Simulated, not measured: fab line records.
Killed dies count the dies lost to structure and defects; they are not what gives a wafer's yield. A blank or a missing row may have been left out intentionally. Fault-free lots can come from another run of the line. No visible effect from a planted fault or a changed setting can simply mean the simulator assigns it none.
Matching of chambers    flow n5-finfet    N5_BEOL_M1_ALD_98 on ald-sin-01: 4 sister chambers
The step deposits SiO2, target thk 2.5 nm, pulse time 1 s, co reactant pulse time 1 s. 24 wafers are shown with their chamber, then 12 later ones without.

WAFERS WITH THEIR CHAMBER
wafer   chamber  heater-power-w (W)  precursor-pulse-height-rel  susceptor-temp-C (C)
L076.2  3        69                  0.992                       100.16
L076.3  2        66                  1.010                       99.82
L076.5  3        69                  1.013                       100.01
L077.2  2        67                  1.028                       100.17
L077.5  1        80                  0.990                       99.91
L077.6  2        69                  1.032                       100.17
L078.1  1        78                  0.982                       99.87
L078.5  1        80                  1.019                       99.93
L078.6  2        68                  1.017                       99.78
L081.1  1        79                  0.993                       99.88
L081.5  0        69                  0.958                       99.92
L081.6  1        79                  1.042                       99.76
L082.3  2        67                  1.016                       99.80
L082.4  3        70                  1.007                       99.87
L082.6  2        67                  1.045                       99.97
L083.2  3        71                  1.018                       99.99
L083.4  2        66                  1.006                       100.01
L083.5  3        70                  1.012                       99.83
L084.2  1        79                  0.978                       99.88
L084.5  0        69                  0.994                       99.92
L084.6  1        77                  0.995                       100.07
L085.2  3        70                  0.969                       99.89
L085.3  0        70                  1.009                       100.16
L085.4  2        65                  1.057                       99.97

SIGNATURES (means of the wafers above)
reading                     chamber 0  chamber 1  chamber 2  chamber 3  scatter within a chamber
heater-power-w              69.33      78.86      66.88      69.83      1.03
precursor-pulse-height-rel  0.98700    0.99986    1.02638    1.00183    0.0205
susceptor-temp-C            100.0000   99.9000    99.9613    99.9583    0.129
Rule: for a wafer and a chamber, the distance is found by dividing, reading by reading, the gap between the wafer's reading and the chamber's mean by the reading's scatter, squaring, summing and taking the root. If the next closest chamber is less than 2 further off than the closest, the wafer can't be placed; otherwise it belongs to the closest. The scatter is the square root of a quotient: the sum, over the shown wafers, of each reading's squared deviation from its chamber's mean, divided by wafers minus chambers.

WAFERS WITHOUT THEIR CHAMBER
wafer   heater-power-w (W)  precursor-pulse-height-rel  susceptor-temp-C (C)
L091.2  70                  1.006                       99.88
L091.3  67                  0.999                       99.95
L091.5  77                  0.973                       100.01
L094.1  77                  0.998                       100.01
L094.4  70                  1.008                       99.96
L094.6  80                  0.983                       99.98
L095.1  73                  1.068                       100.00
L095.3  79                  0.989                       100.08
L095.4  70                  1.009                       100.15
L097.3  70                  1.006                       100.05
L097.4  67                  1.009                       100.03
L097.6  67                  0.985                       99.83

THE CHAMBER EACH PASSED THROUGH
wafer   from the rows above           in truth
L091.2  can't be placed: 3 or 0       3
L091.3  can't be placed: 2 or 0 or 3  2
L091.5  1                             1
L094.1  1                             1
L094.4  can't be placed: 3 or 0       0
L094.6  1                             1
L095.1  can't be placed: 3 or 0 or 2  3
L095.3  1                             1
L095.4  can't be placed: 3 or 0 or 2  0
L097.3  can't be placed: 3 or 0       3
L097.4  can't be placed: 2 or 0 or 3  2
L097.6  can't be placed: 2 or 0 or 3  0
Correctly placed: 4 of 12. These rows do not allow placing 8 (true chamber among the candidates in 8). Wrongly placed: 0.
